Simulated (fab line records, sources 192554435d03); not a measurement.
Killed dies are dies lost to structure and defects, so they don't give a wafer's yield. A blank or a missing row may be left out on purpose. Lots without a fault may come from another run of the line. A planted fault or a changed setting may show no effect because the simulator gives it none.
A struck lot beside a sound one | flow n5_finfet | 38 steps out of a route of 1938
Sound: wafers L401.1, L401.2, L401.6. Struck: wafers L400.1, L400.3, L400.6. The cause comes at the end.
At each step with rows: each side's tool, then ch and its chambers, then its first start. Under that, the readings that differ: sound wafers | struck wafers | difference of the means | sigmas: that difference in standard deviations of wafers without a fault.
alike: readings whose means differ by less than 2 such deviations, and words and numbers that are the same on both sides. not compared: withheld readings, readings that some wafer has no value for, bounds like >300 that may hide the same value, and numbers for which the record gives no deviation and whose values overlap.
The two part at a step that has a row with sigmas, a row that says differs or no value, or rows on one side only. Numbers that don't overlap but have no deviation are shown without sigmas and don't part them. A reading that every wafer of one side lacks parts them only if that side has two wafers or more.

first, 9 steps without rows for these wafers: N5_BEOL_M4_ANNEAL_95 (time 240 s); N5_BEOL_M4_SPUTTER_96 (material Cu, target thk 4.5 nm, time 8.29 s); N5_BEOL_M4_ECD_50 (material Cu, target thk 300 nm); N5_BEOL_M4_ANNEAL_51 (time 90 s); N5_BEOL_M4_CMP_52 (polishes, stops on SiOC, t overpolish 6.8 s, target thk 40 nm); N5_BEOL_M4_PRE_CLEAN_60 (time 15 s); N5_BEOL_M4_CO_CAP_55 (material Co, precursor CCTBA/H2, target thk 2 nm, time 102.1 s); N5_BEOL_M4_PRE_CLEAN_56 (time 15 s); N5_BEOL_M4_DEP_57 (deposits SiCN from 3MS/NH3, target thk 8 nm, time 14 s).
N5_BEOL_M4_RC_MEAS_101:
  sound on prober-02 ch 0, day 13 13:27; struck on prober-01 ch 0, day 13 12:31
  alike: DIBL_N, DIBL_P, IOFF_N, IOFF_P, ION_N, ION_P, SS_N, SS_P, VT_N, VT_P
then, 24 steps without rows for these wafers: N5_BEOL_M5_ILD_DEP_00 (deposits SiCOH lowk from DEMS/porogen, target thk 140.64 nm, time 25.9 s); N5_BEOL_M5_CURE_79 (cures SiCOH lowk, time 240 s); N5_BEOL_M5_PECVD_70 (deposits SiO2 from TEOS/O2, target thk 16 nm, time 18 s); N5_BEOL_M5_HM_DEP_02 (deposits TiN, target thk 20 nm); N5_BEOL_M5_COAT_59 (time 60 s, resist thk 60 nm); N5_BEOL_M5_COAT_60 (time 60 s, resist thk 12 nm); N5_BEOL_M5_COAT_71 (time 60 s, resist thk 5 nm); N5_BEOL_M5_COAT_05 (resist thk 30 nm); N5_BEOL_M5_EBR_07; N5_BEOL_M5_SOFTBAKE_06 (time 60 s); N5_BEOL_M5_EXPOSE_08 (exposes mask M5, target cd 28 nm); N5_BEOL_M5_PEB_09 (peb time 60 s); N5_BEOL_M5_DEVELOP_10 (develop time 30 s); N5_BEOL_M5_DESCUM_16 (chemistry O2, time 7 s); N5_BEOL_M5_ETCH_72 (etches underlayer in N2/H2, target depth 6.5 nm, time 5.2 s); N5_BEOL_M5_ETCH_61 (etches SiARC in CF4, target depth 15.6 nm, time 26 s); N5_BEOL_M5_ETCH_62 (etches SOC in N2/H2, target depth 75 nm, overetch 15 nm, time 112.5 s); N5_BEOL_M5_STRIP_63 (strips in N2/H2); N5_BEOL_M5_STRIP_73 (strips in N2/H2); N5_BEOL_M5_STRIP_64 (strips in CF4); N5_BEOL_M5_HM_OPEN_17 (chemistry Cl2/BCl3, target TiN, target depth 20 nm, overetch 6 nm); N5_BEOL_M5_STRIP_19 (strips in O2); N5_BEOL_M5_COAT_65 (time 60 s, resist thk 60 nm); N5_BEOL_M5_COAT_66 (time 60 s, resist thk 12 nm).
N5_BEOL_M6_CMP_52: polishes, stops on SiCOH lowk, t overpolish 6.9 s, target thk 80 nm.
  sound on cmp-01 ch 0,2, day 14 09:04; struck on cmp-02 ch 0,2,3, day 14 09:14
  reading                      | sound             | struck            | difference | sigmas
  barrier_field_endpoint_s (s) | 28.5 28.3 28.8    | 46.7 46.7 46.7    | +18.2      | +22
  overpolish_run_s (s)         | 6.889 6.908 6.898 | 0.047 0.035 0.053 | -6.853     | -99 or more
  time_to_endpoint_s (s)       | 62 61 62          | 82 82 80          | +20        | +6
  alike: clearing_platen_down_force_psi, motor_current_A
N5_BEOL_M6_THK_MEAS_53: measures by xrf.
  sound on film_metro-01, day 14 09:19; struck on film_metro-01, day 14 09:30
  reading     | sound          | struck            | difference | sigmas
  M6_THK (nm) | 79.5 79.9 81.7 | 179.8 202.0 181.0 | +107.2     | +41
N5_BEOL_M6_INSPECT_58: inspects for defects (darkfield).
  sound on defect_inspect-02, day 14 09:29; struck on defect_inspect-01, day 14 09:39
  reading          | sound    | struck         | difference | sigmas
  raw_defect_count | 95 92 64 | 1337 1368 1449 | +1301      | +59
-- the record jumps here: 4 days lie between the struck wafers' starts before and after (it left off in module BEOL_M6 and takes up again in module PASSIVATION, whose first step shown is number 1936 of the route) --
N5_PASSIVATION_PROBE_49:
  sound on prober-01, day 17 20:56; struck on prober-02, day 18 07:22
  reading                  | sound          | struck         | difference | sigmas
  defect_limited_yield (%) | 89.7 89.5 89.0 | 0 0 0          | -89        | -60
  killed_at_M4_up          | 17 13 24       | 1117 1094 1094 | +1084      | +99 or more
  killed_at_other          | 1 0 1          | 4 5 7          | +5         | +2
  killed_dies              | 121 124 130    | 1180 1180 1180 | +1055      | +59
  killed_on_rim            | 22 15 19       | 152 152 152    | +133       | +30
  killed_short             | 48 41 50       | 21 33 29       | -19        | -2
  sort_n_pass              | 1059 1056 1050 | 0 0 0          | -1055      | -59
  sort_yield_pct (%)       | 89.7 89.5 89.0 | 0 0 0          | -89        | -60
  alike: killed_at_M0_to_M3, killed_at_contacts, killed_at_front_end, killed_open, sort_bin_5_function, sort_bin_6_memory

WHERE THEY PART
First at N5_BEOL_M6_CMP_52; last, within this record, at N5_PASSIVATION_PROBE_49.

WHY: what the simulator had put in
Process parameter drift: cmp-02, from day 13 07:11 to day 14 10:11, at N5_BEOL_M6_CMP_52. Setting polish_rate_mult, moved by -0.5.
